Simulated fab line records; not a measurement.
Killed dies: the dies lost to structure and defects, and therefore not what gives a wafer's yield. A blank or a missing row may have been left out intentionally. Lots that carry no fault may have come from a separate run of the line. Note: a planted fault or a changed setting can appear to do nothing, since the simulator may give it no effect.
fab line records	flow nandHarc
record lots=6	wafers=18	lastDay=33
route steps=1302 shown A_CONTACT@1004 END@1302
lots that met no fault: taken from a fault-free run of the same line
startH: start of the lot's first displayed wafer, in hours after the record's first day	waitH: hours elapsed since this lot's preceding step	" unchanged from the row above	L1.1+2: several wafers, shown together as one row	- no value, or no start was given	* or withheld: withheld	< > ~ a bound
route shown NAME@n: a module of which the file shows steps, and the number in the route of the first	usual: mean/standard deviation taken from wafers without a fault	same: alike in all rows	chamber/n: place in a boat	sites: the reading at each site	_std_site: the values' standard deviation	_edge_site: the outer-site mean with the inner-site mean subtracted	radiusMm: for every site, how far away it sits from the centre of the wafer	mask NAME#n: copy n	behind: the most recent tool/chamber to have shaped the wafer	hold: why the lot went on hold/how many hours it stayed there/how the hold came to an end	device: whichever transistor did not switch (one of n, p or np)	end of line: the tests these same wafers got at the end of their route	a step with no rows: only its recipe	killed: the dies lost at the first sort to structure and to defects; this is not the yield of the wafer	map: a wafer's dies, x killed, . not, _ none there
set.NAME: setting as actually run; set.NAME@STEP: the setting as run at that earlier step	model.NAME: the simulator's own value behind a step, which no gauge read
lots at some steps of the route; a table a step, a row a wafer
services: the hour from which a tool's chamber was out of use, counted from the record's first day as startH (under 0 if before that day), plus the number of hours and why
## steps
# step NHARC_A_CONTACT_ETCH_51
# recipe targetDepthA=70000	overEtchFrac=0.3	timeS=1820	ionEnergyEv=150	o2FlowSccm=400	cosFlowSccm=20	arFlowSccm=0	rfW=500	biasW=300	chemistry=O2/COS
# step NHARC_A_CONTACT_ETCH_111
# recipe sourceW=withheld	pressureMtorr=20	biasV=withheld	timeS=140	targetDepthA=7000	arFlowSccm=withheld	c4f8FlowSccm=withheld	o2FlowSccm=withheld	chemistry=C4F8/O2/Ar
# step NHARC_A_CONTACT_ETCH_112
# recipe sourceW=withheld	pressureMtorr=20	biasV=3000	timeS=190	targetDepthA=18500	arFlowSccm=withheld	c4f8FlowSccm=withheld	o2FlowSccm=withheld	chemistry=C4F8/O2/Ar
# step NHARC_A_CONTACT_ETCH_113
# recipe sourceW=withheld	pressureMtorr=20	biasV=3000	timeS=190	targetDepthA=18500	arFlowSccm=withheld	c4f8FlowSccm=withheld	o2FlowSccm=withheld	chemistry=C4F8/O2/Ar
# step NHARC_A_CONTACT_ETCH_114
# recipe sourceW=withheld	pressureMtorr=20	biasV=3000	timeS=190	targetDepthA=18500	arFlowSccm=withheld	c4f8FlowSccm=withheld	o2FlowSccm=withheld	chemistry=C4F8/O2/Ar
# step NHARC_A_CONTACT_ETCH_115
# recipe sourceW=withheld	pressureMtorr=20	biasV=3000	timeS=190	targetDepthA=18500	arFlowSccm=withheld	c4f8FlowSccm=withheld	o2FlowSccm=withheld	chemistry=C4F8/O2/Ar
# usual oesAirLineAu=0.999/0.021
lot.wafer	tool	chamber	startH	waitH	oesAirLineAu	rfHoursCounterH
L429.1	harCapEtch-03	0	491.08	0.1	1.024	37
L429.2	"	1	"	"	0.982	37
L429.6	"	1	"	"	0.987	-
L431.2	harCapEtch-01	1	518.39	0.1	1.001	1
L431.3	"	0	"	"	1.002	-
L431.5	"	0	"	"	0.987	-
L443.2	harCapEtch-03	0	628.62	0.1	0.983	63
L443.4	"	0	"	"	0.954	-
L443.5	"	0	"	"	0.974	-
L444.2	harCapEtch-01	0	669.09	0.1	0.974	27
L444.1	"	1	"	"	0.989	27
L444.6	"	1	"	"	1.028	-
L447.3	harCapEtch-01	1	688.80	0.1	1.030	-
L447.4	"	0	"	"	1.018	-
L447.5	"	0	"	"	1.043	-
L451.2	harCapEtch-02	0	727.20	0.2	0.999	127
L451.3	"	1	"	"	0.963	-
L451.4	"	0	"	"	1.013	-
# step NHARC_A_CONTACT_ETCH_116
# recipe sourceW=withheld	pressureMtorr=20	biasV=3000	timeS=190	targetDepthA=18500	arFlowSccm=withheld	c4f8FlowSccm=withheld	o2FlowSccm=withheld	chemistry=C4F8/O2/Ar
# step NHARC_A_CONTACT_ETCH_117
# recipe sourceW=withheld	pressureMtorr=20	biasV=3000	timeS=190	targetDepthA=18500	arFlowSccm=withheld	c4f8FlowSccm=withheld	o2FlowSccm=withheld	chemistry=C4F8/O2/Ar
# step NHARC_A_CONTACT_ETCH_118
# recipe sourceW=withheld	pressureMtorr=20	biasV=3000	timeS=190	targetDepthA=18500	arFlowSccm=withheld	c4f8FlowSccm=withheld	o2FlowSccm=withheld	chemistry=C4F8/O2/Ar
# step NHARC_A_CONTACT_ETCH_119
# recipe sourceW=withheld	pressureMtorr=20	biasV=3000	timeS=190	targetDepthA=18500	arFlowSccm=withheld	c4f8FlowSccm=withheld	o2FlowSccm=withheld	chemistry=C4F8/O2/Ar
# step NHARC_A_CONTACT_ETCH_120
# recipe sourceW=withheld	pressureMtorr=20	biasV=3000	timeS=190	targetDepthA=18500	arFlowSccm=withheld	c4f8FlowSccm=withheld	o2FlowSccm=withheld	chemistry=C4F8/O2/Ar
# usual oesAirLineAu=1.005/0.019
lot.wafer	tool	chamber	startH	waitH	oesAirLineAu	rfHoursCounterH
L429.1	harCapEtch-03	0	491.93	0.1	0.981	38
L429.2	"	1	"	"	1.012	38
L429.6	"	1	"	"	1.028	-
L431.2	harCapEtch-01	1	519.24	0.1	0.999	1
L431.3	"	0	"	"	1.009	-
L431.5	"	0	"	"	1.000	-
L443.2	harCapEtch-03	0	629.47	0.1	1.000	64
L443.4	"	0	"	"	0.977	-
L443.5	"	0	"	"	0.981	-
L444.2	harCapEtch-01	0	669.94	0.1	1.004	28
L444.1	"	1	"	"	0.975	28
L444.6	"	1	"	"	1.026	-
L447.3	harCapEtch-01	1	689.66	0.1	1.023	-
L447.4	"	0	"	"	0.998	-
L447.5	"	0	"	"	1.015	-
L451.2	harCapEtch-02	0	728.35	0.2	1.022	128
L451.3	"	1	"	"	0.999	-
L451.4	"	0	"	"	1.009	-
# step NHARC_A_CONTACT_ETCH_121
# recipe sourceW=withheld	pressureMtorr=20	biasV=3000	timeS=190	targetDepthA=18500	arFlowSccm=withheld	c4f8FlowSccm=withheld	o2FlowSccm=withheld	chemistry=C4F8/O2/Ar
# step NHARC_A_CONTACT_ETCH_122
# recipe sourceW=withheld	pressureMtorr=20	biasV=3000	timeS=190	targetDepthA=18500	arFlowSccm=withheld	c4f8FlowSccm=withheld	o2FlowSccm=withheld	chemistry=C4F8/O2/Ar
# usual oesAirLineAu=1.005/0.018
lot.wafer	tool	chamber	startH	waitH	oesAirLineAu	rfHoursCounterH
L429.1	harCapEtch-03	0	492.27	0.1	1.002	38
L429.2	"	1	"	"	1.013	38
L429.6	"	1	"	"	0.999	-
L431.2	harCapEtch-01	1	519.58	0.1	0.994	2
L431.3	"	0	"	"	1.015	-
L431.5	"	0	"	"	1.020	-
L443.2	harCapEtch-03	0	629.82	0.1	0.986	64
L443.4	"	0	"	"	1.019	-
L443.5	"	0	"	"	1.007	-
L444.2	harCapEtch-01	0	670.29	0.1	1.008	28
L444.1	"	1	"	"	1.000	28
L444.6	"	1	"	"	1.001	-
L447.3	harCapEtch-01	1	690.00	0.1	1.010	-
L447.4	"	0	"	"	1.023	-
L447.5	"	0	"	"	1.032	-
L451.2	harCapEtch-02	0	728.80	0.2	0.988	129
L451.3	"	1	"	"	0.966	-
L451.4	"	0	"	"	1.011	-
# step NHARC_A_CONTACT_ETCH_123
# recipe sourceW=withheld	pressureMtorr=20	biasV=400	timeS=490	targetDepthA=21100	arFlowSccm=withheld	c4f8FlowSccm=11.5	o2FlowSccm=7.2	chemistry=C4F8/O2/Ar
# step NHARC_A_CONTACT_ETCH_90
# recipe targetDepthA=400	overEtchFrac=0.5	timeS=85.7	ionEnergyEv=120	ch3fFlowSccm=50	o2FlowSccm=30	arFlowSccm=200	rfW=500	biasW=100	chemistry=CH3F/O2
# usual drypumpMotorCurrentA=5.8/0.45	oesProductAu=0.95/0.035	rfVppV=244.2/1.7	showerheadPlenumPTorr=2.45/0.1	throttleValvePct=20.663/0.0087
lot.wafer	tool	chamber	startH	waitH	drypumpMotorCurrentA	oesProductAu	rfHoursCounterH	rfVppV	showerheadPlenumPTorr	throttleValvePct
L429.2	rieDiel-05	0	493.42	0.8	6.1	0.99	26	243.1	2.44	20.654
L429.1	"	2	"	"	6.2	0.99	25	243.5	2.41	20.659
L429.6	"	0	"	"	6.1	0.98	-	245.3	2.44	20.668
L431.2	rieDiel-05	2	520.73	0.9	6.2	0.93	30	243.4	2.40	20.656
L431.3	"	3	"	"	4.8	0.93	30	242.0	2.34	20.651
L431.5	"	3	"	"	4.9	0.93	-	242.9	2.34	20.654
L443.4	rieDiel-04	1	630.95	0.6	5.9	1.00	30	243.0	2.38	20.659
L443.2	"	3	"	"	6.2	1.00	30	244.7	2.46	20.647
L443.5	"	1	"	"	5.8	1.00	-	243.9	2.38	20.668
L444.2	rieDiel-05	2	671.46	0.9	6.3	0.92	34	243.6	2.38	20.676
L444.1	"	0	"	"	6.1	0.93	22	243.7	2.42	20.659
L444.6	"	2	"	"	6.2	0.92	-	243.1	2.38	20.654
L447.4	rieDiel-10	3	691.11	0.6	6.4	1.00	14	245.0	2.46	20.672
L447.3	"	1	"	"	6.2	0.99	12	245.9	2.66	20.670
L447.5	"	2	"	"	5.8	1.00	-	245.1	2.48	20.673
L451.2	rieDiel-10	0	730.17	0.9	5.7	0.93	23	246.7	2.56	20.649
L451.3	"	1	"	"	6.2	0.92	22	247.9	2.65	20.656
L451.4	"	3	"	"	6.4	0.93	21	243.3	2.46	20.659
# step NHARC_A_CONTACT_ETCH_96
# recipe targetDepthA=200	overEtchFrac=0.5	timeS=10	ionEnergyEv=250	c4f6FlowSccm=25	o2FlowSccm=20	arFlowSccm=500	rfW=600	biasW=500	chemistry=C4F6/O2
# usual drypumpMotorCurrentA=5.8/0.46	oesProductAu=0.968/0.024	rfVppV=547/3.2	showerheadPlenumPTorr=3.91/0.15	throttleValvePct=26.904/0.0085
lot.wafer	tool	chamber	startH	waitH	drypumpMotorCurrentA	oesProductAu	rfHoursCounterH	rfVppV	showerheadPlenumPTorr	throttleValvePct
L429.2	rieDiel-05	3	-	-	4.9	0.987	25	544	3.76	26.910
L429.1	"	0	"	"	6.1	0.980	27	547	3.90	26.911
L429.6	"	3	"	"	4.9	0.989	-	543	3.76	26.904
L431.2	rieDiel-05	3	-	-	4.9	0.970	30	543	3.75	26.892
L431.3	"	0	"	"	6.1	0.969	32	547	3.90	26.900
L431.5	"	3	"	"	4.9	0.978	-	544	3.75	26.918
L443.2	rieDiel-04	3	-	-	6.1	0.997	30	547	3.93	26.891
L443.4	"	0	"	"	5.6	1.006	23	544	3.75	26.905
L443.5	"	0	"	"	5.7	0.999	-	543	3.75	26.892
L444.1	rieDiel-05	2	-	-	6.2	0.957	34	544	3.81	26.894
L444.2	"	3	"	"	4.9	0.969	33	543	3.72	26.894
L444.6	"	2	"	"	6.2	0.953	-	546	3.81	26.903
L447.4	rieDiel-10	1	-	-	6.2	0.991	12	553	4.22	26.896
L447.3	"	3	"	"	6.4	0.989	14	547	3.92	26.906
L447.5	"	0	"	"	5.7	0.998	-	550	4.08	26.911
L451.3	rieDiel-10	2	-	-	5.8	0.947	21	546	3.95	26.908
L451.2	"	0	"	"	5.7	0.975	23	551	4.08	26.909
L451.4	"	1	"	"	6.2	0.957	22	552	4.21	26.905
# step NHARC_A_CONTACT_CD_MEAS_53
# usual cdNm=289.6/0.69
lot.wafer	tool	chamber	startH	waitH	cdNm
L429.1	cdSem-03	-	493.63	-	290.8
L429.2	"	-	"	"	289.8
L429.6	"	-	"	"	289.7
L431.2	cdSem-03	-	520.95	-	289.3
L431.3	"	-	"	"	289.4
L431.5	"	-	"	"	289.1
L443.2	cdSem-02	-	631.19	-	290.2
L443.4	"	-	"	"	289.6
L443.5	"	-	"	"	289.3
L444.1	cdSem-03	-	671.68	-	287.9
L444.2	"	-	"	"	286.8
L444.6	"	-	"	"	287.7
L447.3	cdSem-02	-	691.31	-	288.1
L447.4	"	-	"	"	289.1
L447.5	"	-	"	"	288.5
L451.2	cdSem-01	-	730.40	-	289.9
L451.3	"	-	"	"	290.1
L451.4	"	-	"	"	290.1
# step NHARC_A_CONTACT_STRIP_99
# recipe n2FlowSccm=150	h2FlowSccm=150	arFlowSccm=0	biasW=0	chemistry=N2/H2
# step NHARC_A_CONTACT_STRIP_100
# recipe cf4FlowSccm=100	chf3FlowSccm=30	arFlowSccm=0	biasW=0	chemistry=CF4/CHF3
# step NHARC_A_CONTACT_STRIP_101
# recipe o2FlowSccm=400	cosFlowSccm=20	arFlowSccm=0	biasW=0	chemistry=O2/COS
# step NHARC_A_CONTACT_ETCH_102
# recipe targetDepthA=1000	overetchA=100	timeS=55	ionEnergyEv=100	cf4FlowSccm=80	o2FlowSccm=20	arFlowSccm=0	rfW=300	biasW=100	chemistry=CF4/O2
# step NHARC_A_CONTACT_STRIP_55
# recipe o2FlowSccm=500	arFlowSccm=0	biasW=0	chemistry=O2
# step NHARC_A_CONTACT_STRIP_56
# recipe timeS=600	tempC=30	chemistry=postEtchResidueRemover
# step NHARC_A_CONTACT_DEP_57
# recipe targetThkA=53000	tempC=400	material=aC
# step NHARC_A_CONTACT_DEP_58
# recipe targetThkA=900	targetThkNm=90	tempC=400	pressureTorr=3.5	flowSccm=200	rfW=350	material=SiON
# step NHARC_A_CONTACT_DEHYDRATE_59
# recipe tempC=150	timeS=120
# step NHARC_A_CONTACT_HMDS_60
# recipe timeS=30
# step NHARC_A_CONTACT_COAT_61
# recipe tempC=260	timeS=75
# step NHARC_A_CONTACT_COAT_62
# recipe tempC=225	timeS=65
# step NHARC_A_CONTACT_COAT_63
# recipe spinRpm=1500	resistThkNm=90
# step NHARC_A_CONTACT_SOFTBAKE_64
# recipe tempC=105	timeS=55
# step NHARC_A_CONTACT_EBR_65
# step NHARC_A_CONTACT_EXPOSE_66
# recipe na=1.35	sigmaOuter=0.8	doseMj=59.02	maskId=A_CC_2
# step NHARC_A_CONTACT_PEB_67
# recipe pebTempC=100	pebTimeS=65
# step NHARC_A_CONTACT_DEVELOP_68
# recipe developTimeS=35	devTempC=23
# step NHARC_A_CONTACT_CD_MEAS_69
# recipe targetCdNm=300	landingEnergyEv=500
# usual cdNm=299.9/0.36
lot.wafer	tool	chamber	startH	waitH	cdNm
L429.1	cdSem-03	0	498.90	-	300.4
L429.2	"	0	"	"	300.7
L429.6	"	0	"	"	300.7
L431.2	cdSem-02	0	526.28	-	299.6
L431.3	"	0	"	"	300.2
L431.5	"	0	"	"	299.6
L443.2	cdSem-01	0	636.93	-	299.2
L443.4	"	0	"	"	299.3
L443.5	"	0	"	"	299.3
L444.1	cdSem-03	0	678.26	-	300.2
L444.2	"	0	"	"	300.3
L444.6	"	0	"	"	300.3
L447.3	cdSem-02	0	697.67	-	299.8
L447.4	"	0	"	"	300.1
L447.5	"	0	"	"	300.1
L451.2	cdSem-01	0	735.43	-	299.9
L451.3	"	0	"	"	300.5
L451.4	"	0	"	"	299.8
# step NHARC_A_CONTACT_OVL_MEAS_70
# usual overlayXNm=0.0/0.74	overlayYNm=0.2/0.83
lot.wafer	tool	chamber	startH	waitH	overlayXNm	overlayYNm
L429.1	overlay-01	-	498.98	-	0.5	0.0
L429.2	"	-	"	"	0.8	0.0
L429.6	"	-	"	"	1.1	0.6
L431.2	overlay-01	-	526.37	-	-0.7	1.0
L431.3	"	-	"	"	-0.8	1.5
L431.5	"	-	"	"	-0.5	0.6
L443.2	overlay-01	-	637.02	-	0.5	-1.4
L443.4	"	-	"	"	0.7	-0.4
L443.5	"	-	"	"	0.6	-1.2
L444.1	overlay-01	-	678.35	-	-0.3	-1.4
L444.2	"	-	"	"	-0.6	-1.3
L444.6	"	-	"	"	0.2	-0.7
L447.3	overlay-02	-	697.76	-	0.9	0.5
L447.4	"	-	"	"	0.0	0.3
L447.5	"	-	"	"	0.2	-0.3
L451.2	overlay-01	-	735.52	-	-0.8	-1.4
L451.3	"	-	"	"	-0.1	-1.7
L451.4	"	-	"	"	0.3	-1.5
# step NHARC_A_CONTACT_DESCUM_74
# recipe timeS=3	o2FlowSccm=200	arFlowSccm=0	biasPowerW=0	chemistry=O2
# step NHARC_A_CONTACT_ETCH_75
# recipe targetDepthA=390	overEtchFrac=0.3	timeS=65	ionEnergyEv=80	cf4FlowSccm=150	arFlowSccm=0	rfW=300	biasW=100	chemistry=CF4
# step NHARC_A_CONTACT_ETCH_76
# recipe targetDepthA=2600	overEtchFrac=0.3	timeS=475.3	ionEnergyEv=200	n2FlowSccm=150	h2FlowSccm=150	arFlowSccm=0	rfW=400	biasW=150	chemistry=N2/H2
# usual drypumpMotorCurrentA=5.8/0.5	oesProductAu=1.001/0.0076	rfVppV=430.3/2.5	showerheadPlenumPTorr=2.03/0.086	throttleValvePct=14.170/0.0094
lot.wafer	tool	chamber	startH	waitH	drypumpMotorCurrentA	oesProductAu	rfHoursCounterH	rfVppV	showerheadPlenumPTorr	throttleValvePct
L429.2	rieDiel-10	1	-	-	6.2	1.000	12	425.2	1.88	14.151
L429.1	"	3	"	"	6.4	1.005	11	430.2	2.05	14.177
L429.6	"	2	"	"	5.8	0.999	-	430.3	2.07	14.169
L431.3	rieDiel-05	0	-	-	6.2	1.003	33	430.9	2.02	14.175
L431.2	"	1	"	"	4.7	0.997	33	431.7	2.08	14.172
L431.5	"	0	"	"	6.2	0.996	-	428.6	2.02	14.179
L443.2	rieDiel-10	3	-	-	6.4	0.987	7	431.2	2.04	14.159
L443.4	"	1	"	"	6.2	0.995	6	435.5	2.22	14.166
L443.5	"	3	"	"	6.4	0.988	-	431.3	2.04	14.155
L444.1	rieDiel-10	1	-	-	6.2	0.996	11	435.5	2.21	14.169
L444.2	"	2	"	"	5.8	0.999	13	430.2	2.06	14.177
L444.6	"	1	"	"	6.2	0.990	-	434.2	2.21	14.176
L447.3	rieDiel-10	0	-	-	5.7	0.994	15	434.1	2.13	14.161
L447.4	"	1	"	"	6.2	1.006	14	435.5	2.21	14.187
L447.5	"	3	"	"	6.4	0.995	-	429.9	2.04	14.180
L451.2	rieDiel-05	3	-	-	4.9	1.002	53	426.5	1.91	14.171
L451.3	"	0	"	"	6.1	1.003	46	430.7	2.00	14.174
L451.4	"	1	"	"	4.8	0.995	53	431.3	2.05	14.185
# step NHARC_A_CONTACT_ETCH_77
# recipe targetDepthA=1089	timeS=54.5	cf4FlowSccm=100	chf3FlowSccm=30	arFlowSccm=0	rfW=500	biasW=200	chemistry=CF4/CHF3
# step NHARC_END_SORT_01
# recipe tempC=25
# usual killedAtArray=53/18	killedAtOther=0.9/1.3	killedAtPeriphery=4/3.1	killedDies=58/18	killedOpen=3.4/2	killedShort=2.5/1.8
# same grossDies=677
lot.wafer	tool	chamber	startH	waitH	killedAtArray	killedAtOther	killedAtPeriphery	killedDies	killedOpen	killedShort
L431.2	prober-01	0	584.91	2.8	39	0	4	43	2	1
L431.3	prober-01	0	585.72	3.1	51	1	4	56	5	1
L431.5	prober-01	0	587.32	3.7	37	0	4	41	7	1
L443.2	prober-02	0	698.11	2.8	54	0	2	56	4	0
L443.4	prober-02	0	699.69	3.4	54	2	5	61	5	3
L443.5	prober-02	0	700.48	3.7	59	0	2	61	1	1
L444.1	prober-01	0	737.45	2.5	131	0	8	139	6	5
L444.2	prober-01	0	738.24	2.8	152	0	4	156	7	1
L444.6	prober-01	0	741.41	4.0	111	2	2	115	5	5
L447.3	prober-01	0	763.46	3.2	121	0	11	132	4	3
L447.4	prober-01	0	764.28	3.5	155	0	12	167	2	0
L447.5	prober-01	0	765.09	3.8	161	0	8	169	4	1
L451.2	prober-01	0	794.88	2.8	74	1	5	80	6	4
L451.3	prober-01	0	795.69	3.1	43	1	2	46	3	0
L451.4	prober-01	0	796.49	3.4	50	1	4	55	2	2
# killed by level:class
L431.2 A_SLIT:chamberFilmFlake=22 A_CHANNEL_HOLE_D2:chamberFilmFlake=6 P_GATE:chamberFilmFlake=3 A_CONTACT:chamberFilmFlake=3 A_CHANNEL_HOLE_D1:chamberFilmFlake=2 A_STAIRCASE:chamberFilmFlake=2 A_CHANNEL_FILL_D1:geometricParticle:open=1 A_ONON_D2:geometricParticle:short=1
L431.3 A_SLIT:chamberFilmFlake=27 A_CHANNEL_HOLE_D2:chamberFilmFlake=9 P_GATE:chamberFilmFlake=3 A_CHANNEL_HOLE_D1:chamberFilmFlake=3 A_CONTACT:chamberFilmFlake=3 A_WL_FILL:geometricParticle:open=2 A_STAIRCASE:chamberFilmFlake=2 P_M0:geometricParticle:open=1
L431.5 A_SLIT:chamberFilmFlake=12 A_CHANNEL_HOLE_D2:chamberFilmFlake=7 A_CONTACT:chamberFilmFlake=5 A_STAIRCASE:chamberFilmFlake=3 A_ONON_D1:geometricParticle:open=2 P_ZERO_WELL:chamberFilmFlake=2 P_GATE:chamberFilmFlake=2 A_CHANNEL_FILL_D1:geometricParticle:open=1
L443.2 A_SLIT:chamberFilmFlake=24 A_CHANNEL_HOLE_D1:chamberFilmFlake=10 A_CHANNEL_HOLE_D2:chamberFilmFlake=8 A_CONTACT:chamberFilmFlake=6 A_STAIRCASE:chamberFilmFlake=2 A_CHANNEL_HOLE_D1:geometricParticle:open=1 A_DECK1_JOINT:geometricParticle:open=1 A_SGD_CUT:geometricParticle:open=1
L443.4 A_SLIT:chamberFilmFlake=18 A_CHANNEL_HOLE_D1:chamberFilmFlake=11 A_CHANNEL_HOLE_D2:chamberFilmFlake=9 A_CONTACT:chamberFilmFlake=9 A_CHANNEL_FILL_D1:chamberFilmFlake=2 A_STAIRCASE:chamberFilmFlake=2 P_STI:geometricParticle:short=1 P_GATE:geometricParticle:open=1
L443.5 A_SLIT:chamberFilmFlake=22 A_CHANNEL_HOLE_D2:chamberFilmFlake=19 A_CONTACT:chamberFilmFlake=6 A_CHANNEL_HOLE_D1:chamberFilmFlake=5 A_STAIRCASE:chamberFilmFlake=4 A_CHANNEL_FILL_D1:chamberFilmFlake=2 P_M1:geometricParticle:open=1 A_CHANNEL_FILL_D2:geometricParticle:short=1
L444.1 A_CONTACT:unspecified=51 A_CHANNEL_HOLE_D1:chamberFilmFlake=34 A_CHANNEL_HOLE_D2:chamberFilmFlake=23 A_STAIRCASE:chamberFilmFlake=6 A_CONTACT:chamberFilmFlake=4 P_GATE:chamberFilmFlake=3 P_CONTACT:geometricParticle:open=2 A_CHANNEL_HOLE_D1:geometricParticle:open=2
L444.2 A_CONTACT:unspecified=92 A_CHANNEL_HOLE_D1:chamberFilmFlake=22 A_CHANNEL_HOLE_D2:chamberFilmFlake=22 A_STAIRCASE:chamberFilmFlake=3 A_CONTACT:chamberFilmFlake=2 A_SLIT:chamberFilmFlake=2 P_CONTACT:geometricParticle:open=1 P_M0:geometricParticle:open=1
L444.6 A_CONTACT:unspecified=50 A_CHANNEL_HOLE_D1:chamberFilmFlake=20 A_CHANNEL_HOLE_D2:chamberFilmFlake=17 A_SLIT:chamberFilmFlake=7 A_CONTACT:chamberFilmFlake=3 A_CHANNEL_HOLE_D1:geometricParticle:short=2 A_SGD_CUT:geometricParticle:open=2 A_STAIRCASE:chamberFilmFlake=2
L447.3 A_CONTACT:unspecified=54 A_CHANNEL_HOLE_D1:chamberFilmFlake=32 A_SLIT:chamberFilmFlake=22 P_GATE:chamberFilmFlake=6 A_STAIRCASE:chamberFilmFlake=4 A_CONTACT:chamberFilmFlake=3 A_WL_FILL:chamberFilmFlake=2 P_CONTACT:geometricParticle:open=1
L447.4 A_CONTACT:unspecified=102 A_CHANNEL_HOLE_D1:chamberFilmFlake=19 A_SLIT:chamberFilmFlake=17 P_M1:chamberFilmFlake=6 A_STAIRCASE:chamberFilmFlake=6 P_GATE:chamberFilmFlake=5 A_DECK1_JOINT:chamberFilmFlake=3 A_CHANNEL_HOLE_D2:chamberFilmFlake=2
L447.5 A_CONTACT:unspecified=95 A_CHANNEL_HOLE_D1:chamberFilmFlake=33 A_SLIT:chamberFilmFlake=22 P_GATE:chamberFilmFlake=4 A_CHANNEL_HOLE_D2:chamberFilmFlake=2 A_CONTACT:chamberFilmFlake=2 P_GATE:geometricParticle:open=1 A_CHANNEL_FILL_D1:geometricParticle:short=1
L451.2 A_CHANNEL_HOLE_D2:chamberFilmFlake=21 A_SLIT:chamberFilmFlake=21 A_CONTACT:chamberFilmFlake=10 A_CHANNEL_HOLE_D1:chamberFilmFlake=9 A_BLC:geometricParticle:open=2 A_CHANNEL_FILL_D2:chamberFilmFlake=2 A_WL_FILL:chamberFilmFlake=2 P_M0:geometricParticle:open=1
L451.3 A_CHANNEL_HOLE_D2:chamberFilmFlake=16 A_SLIT:chamberFilmFlake=14 A_CONTACT:chamberFilmFlake=5 A_CHANNEL_HOLE_D1:chamberFilmFlake=3 A_WL_FILL:chamberFilmFlake=2 A_SOURCE_PLATE:geometricParticle:open=1 A_ONON_D2:geometricParticle:open=1 A_WL_FILL:geometricParticle:open=1
L451.4 A_CHANNEL_HOLE_D2:chamberFilmFlake=15 A_SLIT:chamberFilmFlake=15 A_CHANNEL_HOLE_D1:chamberFilmFlake=7 A_CONTACT:chamberFilmFlake=6 P_ZERO_WELL:chamberFilmFlake=2 A_CHANNEL_FILL_D1:chamberFilmFlake=2 A_STAIRCASE:chamberFilmFlake=2 P_M0:geometricParticle:short=1
# map L444.2 (x killed, . not)
____________.____________
_________......._________
_______x.......xxx_______
______....x...xx..x______
_____.x......xxxxxxx_____
____.........x..xxxx.____
____..........xxxx.x.____
___...........xxxxxx..___
___..........xxxxxxx..___
__..........xxxxxxxx...__
__...........xxxxxxxx..__
_...........xxxxxxxxx..._
_...x........xxxxxxxx..._
_...x........xxxxxxxx..._
_...........xxxxxxxxxx.._
_..........x.xxxxxxxxx.._
x......x....x.xxxxxx.....
.........x.....xxxxx.....
...............xxx.......
...............x.........
...............x.........
_.............x........._
_x........x............._
_.....................x._
_x......................_
_.............x........._
__.....................__
__xx....x..............__
___xx.................___
___xxx.....x..........___
____xxxx.x...........____
____xxxx.............____
_____xxxx.x........._____
______xxx..x.......______
_______x.........._______
_________......._________
____________.____________
# map L447.5 (x killed, . not)
____________x____________
_________..xxxxx_________
_______..xx.xxx..._______
______.....xxx.xx..______
_____.......x.x....._____
____........xxxxx....____
____.......x...xxx.x.____
___...........xxxxxxx.___
___..........xxxxxxxx.___
__...........xxxxxxxx..__
__...........xxxxxxxx.x__
_......x....xxxxxxxxxx.._
_...........xxxxxxxxxxx._
_...........xxxxxxxxx..._
_............xxxxxxxx..._
_............xxxxxxxx..._
.............xxxxxxxx....
.............x.xxx.......
.......x......x.xx..x...x
............x..xx.x......
..............xxxxx......
_.........x...xxxxxx...._
_............x.xxx.x...._
_.............xxxxxx...._
_.............x.xx......_
_.............xxxx......_
__............xxx......__
__.....................__
___.......x..x........___
___..x.x..............___
____......x..........____
____....x............____
_____..............._____
______.............______
_______........x.._______
_________......._________
____________.____________
## services
tool	chamber	startH	hours	kind
rieDiel-10	0	477.68	-	clean
rieDiel-10	1	477.68	-	clean
rieDiel-10	2	491.88	3.8	repair
rieDiel-10	0	493.47	8.1	repair
harCapEtch-01	-	497.45	17.0	pm
harCapEtch-01	0	497.45	17.0	ventCycle
harCapEtch-01	1	497.45	17.0	ventCycle
rieDiel-10	3	502.36	6.0	repair
harCapEtch-01	0	514.45	-	clean
harCapEtch-01	1	514.45	-	clean
rieDiel-04	-	518.10	0.4	repair
rieDiel-04	-	532.73	9.0	pm
harCapEtch-01	-	540.72	0.5	repair
rieDiel-04	0	556.36	9.9	repair
rieDiel-04	2	578.68	6.6	repair
rieDiel-05	-	583.79	9.0	pm
rieDiel-10	3	587.41	6.6	repair
rieDiel-10	-	596.68	9.0	pm
rieDiel-05	0	610.12	17.1	repair
rieDiel-05	1	645.84	2.8	repair
rieDiel-10	3	648.01	3.5	repair
rieDiel-05	-	651.99	2.0	repair
rieDiel-10	-	661.80	0.6	repair
rieDiel-04	-	709.92	9.0	pm
## key
firstSign step=NHARC_END_SORT_01	reading=killedDies	direction=up	sigmas=4.9	usual=58	struck=146
effect step=NHARC_END_SORT_01	reading=killedAtArray	direction=up	sigmas=4.8	usual=53	struck=138
moreKillsBornAt NHARC_A_CONTACT_ETCH_122@harCapEtch-01=444
metAt NHARC_A_CONTACT_ETCH_122
struckWafers L444.1,L444.2,L444.6,L447.3,L447.4,L447.5
testerLeftOut L444,L447
onsetBetween 519.58 670.29
alsoFits NHARC_A_CONTACT_ETCH_115:harCapEtch-01,NHARC_A_CONTACT_ETCH_120:harCapEtch-01,NHARC_A_CONTACT_ETCH_76:rieDiel-10
fault kind=chamberParticleSource	tool=harCapEtch-01	chamber=-	onsetH=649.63	steps=NHARC_A_CONTACT_ETCH_122	ratePerVisitCm2=1.6431	endH=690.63
# testerLeftOut: of these lots the tester's yield and bins aren't shown, on N5 and GAA mostly nor the transistor test; their killed dies are dies lost to structure and defects alone, not to doping, threshold or leakage, so they don't give the yield
